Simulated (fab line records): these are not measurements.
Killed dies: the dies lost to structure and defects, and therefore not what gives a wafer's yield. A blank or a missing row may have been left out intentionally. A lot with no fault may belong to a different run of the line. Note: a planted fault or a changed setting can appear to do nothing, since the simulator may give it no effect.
Chamber matching || flow n5_finfet || 4 sister chambers for N5_HKMG_FIN_HK_ALD_01 on ald_hk-01
The step deposits HfO2, target thk 1.6 nm, pulse time 3 s, purge time 3 s. 4 wafers are shown with their chamber, then 12 later ones without.

== WAFERS, EACH WITH ITS CHAMBER ==
{"wafer": "L091.5", "chamber": 2, "precursor_pulse_height_rel": 1.006}
{"wafer": "L095.1", "chamber": 3, "precursor_pulse_height_rel": 0.983}
{"wafer": "L095.2", "chamber": 0, "precursor_pulse_height_rel": 0.969}
{"wafer": "L095.3", "chamber": 1, "precursor_pulse_height_rel": 0.985}

== WAFERS WITHOUT THEIR CHAMBER ==
{"wafer": "L095.4", "precursor_pulse_height_rel": 0.997}
{"wafer": "L095.5", "precursor_pulse_height_rel": 0.990}
{"wafer": "L095.6", "precursor_pulse_height_rel": 0.991}
{"wafer": "L096.4", "precursor_pulse_height_rel": 0.988}
{"wafer": "L096.5", "precursor_pulse_height_rel": 0.983}
{"wafer": "L096.6", "precursor_pulse_height_rel": 1.016}
{"wafer": "L097.1", "precursor_pulse_height_rel": 1.007}
{"wafer": "L097.2", "precursor_pulse_height_rel": 1.004}
{"wafer": "L097.3", "precursor_pulse_height_rel": 0.961}
{"wafer": "L097.4", "precursor_pulse_height_rel": 0.980}
{"wafer": "L097.5", "precursor_pulse_height_rel": 0.991}
{"wafer": "L097.6", "precursor_pulse_height_rel": 0.998}

== THE CHAMBER EACH PASSED THROUGH ==
{"wafer": "L095.4", "from the rows above": "can't be placed: 2 or 1 or 3", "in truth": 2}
{"wafer": "L095.5", "from the rows above": "can't be placed: 1 or 3 or 2", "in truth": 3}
{"wafer": "L095.6", "from the rows above": "can't be placed: 1 or 3 or 2", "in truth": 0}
{"wafer": "L096.4", "from the rows above": "can't be placed: 1 or 3", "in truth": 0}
{"wafer": "L096.5", "from the rows above": "can't be placed: 3 or 1", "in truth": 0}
{"wafer": "L096.6", "from the rows above": 2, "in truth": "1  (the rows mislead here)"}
{"wafer": "L097.1", "from the rows above": 2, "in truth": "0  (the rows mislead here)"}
{"wafer": "L097.2", "from the rows above": 2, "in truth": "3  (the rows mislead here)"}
{"wafer": "L097.3", "from the rows above": 0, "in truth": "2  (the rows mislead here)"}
{"wafer": "L097.4", "from the rows above": "can't be placed: 3 or 1 or 0", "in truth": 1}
{"wafer": "L097.5", "from the rows above": "can't be placed: 1 or 3 or 2", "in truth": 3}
{"wafer": "L097.6", "from the rows above": "can't be placed: 2 or 1 or 3", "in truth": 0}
0 of 12 placed correctly. Cannot be placed on the basis of these rows: 8; the candidates contain the true chamber in 4. Wrongly placed: 4.
How it was worked out, from the rows above alone: a wafer's distance from a chamber is the root of the sum, over the readings, of the square of ((its reading less the chamber's mean) divided by the reading's scatter). If the next closest chamber is less than 2 further off than the closest, the wafer can't be placed; otherwise it belongs to the closest. Each chamber's mean is taken over the wafers shown for it. The scatter: root of mean squared gap, hidden wafer to nearest shown wafer, with one shown wafer a chamber.
